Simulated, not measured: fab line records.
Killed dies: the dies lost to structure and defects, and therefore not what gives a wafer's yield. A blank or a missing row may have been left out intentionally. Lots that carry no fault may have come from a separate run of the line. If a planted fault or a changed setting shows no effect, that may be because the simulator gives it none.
Comparing a struck lot with a sound one / flow nand harc / 15 steps out of a route of 1159
Sound: these wafers, L206.2, L206.3, L206.6. Struck: wafer L213.4 (left out: L213.1, L213.6 of the same lot, which were not struck); the cause appears at the end.
For every step that has rows: the tool of each side, followed by ch and its chambers, followed by its first start. Under that, the readings that differ: sound wafers / struck wafers / difference of the means / sigmas: that difference in standard deviations of wafers without a fault.
alike: readings with means less than 2 such deviations apart, plus words and numbers identical on both sides. not compared: withheld readings, readings lacking a value on some wafer, bounds such as >300 that could conceal the same value, and numbers that have no deviation in the record and whose values overlap.
A row with sigmas, a row that says differs or no value, or rows on one side alone: a step with any of these is where the two part. When numbers do not overlap yet have no deviation, they are printed without sigmas and do not part them. Lack of a reading on every wafer of one side parts them only where that side has two or more wafers.

first, 1 step without rows for these wafers: NHARC_A_ONON_D1_DEP_12 (target thk 1000 nm).
NHARC_A_ONON_D1_THK_MEAS_14: measures by ellipsometry.
  struck on film metro-01, day 12 02:38; sound on film metro-01, day 9 12:06
  alike: thk nm
then, 2 steps without rows for these wafers: NHARC_A_ONON_D1_ANNEAL_15 (time 3600 s); NHARC_A_ONON_D1_DEP_16 (target thk 1000 nm).
NHARC_A_ONON_D1_THK_MEAS_18: measures by ellipsometry.
  struck on film metro-02, day 12 10:34; sound on film metro-02, day 9 20:24
  alike: thk nm
then, no rows for these wafers at 1 step: NHARC_A_ONON_D1_DEP_19 (target thk 1000 nm).
NHARC_A_ONON_D1_THK_MEAS_21: measures by ellipsometry.
  struck on film metro-01, day 12 11:25; sound on film metro-01, day 9 20:58
  alike: thk nm
then, no rows for these wafers at 1 step: NHARC_A_ONON_D1_DEP_22 (target thk 1000 nm).
NHARC_A_ONON_D1_THK_MEAS_24: measures by ellipsometry.
  struck on film metro-01, day 12 11:59; sound on film metro-02, day 9 21:32
  alike: thk nm
then, no rows for these wafers at 1 step: NHARC_A_ONON_D1_DEP_25 (target thk 1000 nm).
NHARC_A_ONON_D1_THK_MEAS_27: measures by ellipsometry.
  struck on film metro-02, day 12 12:33; sound on film metro-02, day 9 22:07
  alike: thk nm
NHARC_A_ONON_D1_DEP_28: target thk 1000 nm.
  sound on pecvd onon-02 ch 0, day 9 22:21; struck on pecvd onon-02 ch 0, day 12 12:44
reading=sih4 flow sccm (sccm); sound=209.4 209.1 208.7; struck=210.5; difference=+1.4; sigmas=+2
  alike: susceptor temp C
NHARC_A_ONON_D1_THK_MEAS_30: measures by ellipsometry.
  struck on film metro-01, day 12 13:14; sound on film metro-01, day 9 22:49
reading=thk nm (nm); sound=992 991 989; struck=1414; difference=+423; sigmas=+55
NHARC_A_ONON_D1_DEP_33: deposits SiO2, target thk 200 nm.
  sound on pecvd-02 ch 0,1, day 9 22:52; struck on pecvd-02 ch 0, day 12 13:23
  alike: heater power w, susceptor temp C, throttle valve pct
-- record jumps: 12 days between struck wafers' starts before vs after; left off in module A_ONON_D1, resumes in module END, first step shown is number 1159 of the route --
NHARC_END_SORT_01:
  only the struck wafers appear in the record here, on prober-01 ch 0 at day 24 21:14; the sound ones have no rows

WHERE THEY PART
Last at NHARC_END_SORT_01 as far as this record goes, first at NHARC_A_ONON_D1_DEP_28.

WHY: whatever the simulator had introduced
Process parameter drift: pecvd onon-02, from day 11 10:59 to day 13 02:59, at NHARC_A_ONON_D1_DEP_28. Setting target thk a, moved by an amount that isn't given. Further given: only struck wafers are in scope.
